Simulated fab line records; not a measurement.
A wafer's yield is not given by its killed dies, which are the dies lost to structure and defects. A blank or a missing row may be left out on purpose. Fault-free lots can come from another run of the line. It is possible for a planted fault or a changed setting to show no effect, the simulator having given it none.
A struck lot beside a sound one | flow nandHarc | 15 out of 1159 route steps
Sound: the wafers L907.2, L907.4, L907.6. The struck wafers were L911.2, L911.4, L911.5. The cause comes at the end.
Per side, at each step with rows, come the tool, then ch with its chambers, and then its first start. Under that, the readings that differ: sound wafers | struck wafers | difference of the means | sigmas: that difference in standard deviations of wafers without a fault.
alike: readings whose means differ by less than 2 such deviations, and words and numbers that are the same on both sides. not compared: withheld readings, readings that some wafer has no value for, bounds like >300 that may hide the same value, and numbers for which the record gives no deviation and whose values overlap.
A row with sigmas, a row that says differs or no value, or rows on one side alone: a step with any of these is where the two part. Non-overlapping numbers with no deviation appear without sigmas and do not part them. A reading that every wafer of one side lacks parts them only if that side has two wafers or more.

first, 2 steps without rows for these wafers: NHARC_A_CONTACT_STRIP_104 (strips in CF4/CHF3); NHARC_A_CONTACT_STRIP_105 (strips in O2/COS).
NHARC_A_CONTACT_ETCH_106: etches the open film in CF4/O2, target depth 60 nm, overetch 6 nm, time 33 s.
  sound on rieDiel-03 ch 0,1,3, day 18 21:10; struck on rieDiel-01 ch 1,2,3, day 19 18:08
  alike: drypumpMotorCurrentA, mfcArSccm, oesProductAu, rfVppV, showerheadPlenumPTorr, throttleValvePct
  not compared: rfHoursCounterH
NHARC_A_CONTACT_STRIP_82: strips in O2.
  sound: rieDiel-03 ch 0,3; struck: rieDiel-01 ch 0,1,3
  alike: drypumpMotorCurrentA, mfcArSccm, oesProductAu, rfVppV, showerheadPlenumPTorr, throttleValvePct
  not compared: rfHoursCounterH
then, 1 step without rows for these wafers: NHARC_A_CONTACT_STRIP_83 (strips in post etch residue remover, time 600 s).
NHARC_A_CONTACT_DEP_84: deposits aC, target thk 2000 nm.
  sound on aclDep-02 ch 0, day 18 23:40; struck on aclDep-03 ch 0, day 19 19:43
  alike: throttleValvePct
  not compared: susceptorTempC
NHARC_A_CONTACT_DEP_85: deposits SiON, target thk 50 nm.
  sound on pecvd-01 ch 0,2, day 19 00:47; struck on pecvd-02 ch 0,1, day 19 20:48
  alike: heaterPowerW, showerheadVppV, susceptorTempC
then, 5 steps without rows for these wafers: NHARC_A_CONTACT_DEHYDRATE_00 (time 120 s); NHARC_A_CONTACT_HMDS_01 (time 30 s); NHARC_A_CONTACT_COAT_86 (time 75 s); NHARC_A_CONTACT_COAT_87 (time 65 s); NHARC_A_CONTACT_COAT_02 (resist thk 90 nm).
NHARC_A_CONTACT_SOFTBAKE_03: time 55 s.
  sound on lithoTrack-06 ch 0, day 19 01:00; struck on lithoTrack-01 ch 0, day 19 21:00
reading               | sound                | struck               | difference | sigmas
heaterPowerTotalW (W) | 188.36 188.30 188.47 | 323.03 323.17 323.33 | +134.80    | +99 or more
after that, 1 step had no rows for these wafers: NHARC_A_CONTACT_EBR_04.
-- jump in the record: it breaks off in module A_CONTACT and resumes in module END (first step shown: number 1159 of the route), and 2 days separate the struck wafers' starts before and after --
NHARC_END_SORT_01:
  here the record holds rows for the struck wafers (prober-01 ch 0, day 22 06:49) but none for the sound ones

## WHERE THEY PART
At NHARC_A_CONTACT_SOFTBAKE_03 first; at NHARC_END_SORT_01 last (within this record only).

WHY: the cause the simulator had injected
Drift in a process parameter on lithoTrack-01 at NHARC_A_CONTACT_SOFTBAKE_03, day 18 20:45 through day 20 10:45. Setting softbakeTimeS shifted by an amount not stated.
